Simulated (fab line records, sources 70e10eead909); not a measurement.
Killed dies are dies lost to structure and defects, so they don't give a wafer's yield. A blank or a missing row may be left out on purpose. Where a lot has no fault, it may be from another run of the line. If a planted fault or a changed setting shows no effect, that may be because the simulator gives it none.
Chamber matching -- flow nand-harc -- wet-bench-08 running NHARC_THIN_TSV_PRECLEAN_41: 7 sister chambers
The step cleans in SC1. 7 wafers are shown with their chamber, then 7 later ones without.

## EACH WAFER AND ITS CHAMBER
wafer,chamber,bath-guard-temp-C (C)
L550.4,1,49.6
L550.6,2,49.5
L553.5,5,49.8
L554.3,4,50.6
L554.5,0,50.6
L554.6,7,50.6
L558.2,6,49.5

## WAFERS WITH NO CHAMBER GIVEN
wafer,bath-guard-temp-C (C)
L558.3,50.2
L558.4,49.0
L562.1,50.2
L562.2,49.3
L562.5,49.1
L564.4,49.4
L564.6,49.6

## EACH ONE'S CHAMBER
wafer,from the rows above,in truth
L558.3,can't be placed: 0 or 4 or 7 or 5 or 1 or 2 or 6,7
L558.4,can't be placed: 2 or 6 or 1 or 5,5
L562.1,can't be placed: 0 or 4 or 7 or 5 or 1 or 2 or 6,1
L562.2,can't be placed: 2 or 6 or 1 or 5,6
L562.5,can't be placed: 2 or 6 or 1 or 5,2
L564.4,can't be placed: 2 or 6 or 1 or 5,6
L564.6,can't be placed: 1 or 2 or 6 or 5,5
Correctly placed: 0 of 7. Not placeable from these rows: 7 (in 7, the candidates include the true chamber). Placed wrongly: 0.
How it was worked out, from the rows above alone: a wafer's distance from a chamber is the root of the sum, over the readings, of the square of ((its reading less the chamber's mean) divided by the reading's scatter). The wafer belongs to the nearest chamber; if the next one is less than 2 further off, it can't be placed. Each chamber's mean is taken over the wafers shown for it. The scatter: root of mean squared gap, hidden wafer to nearest shown wafer, with one shown wafer a chamber.
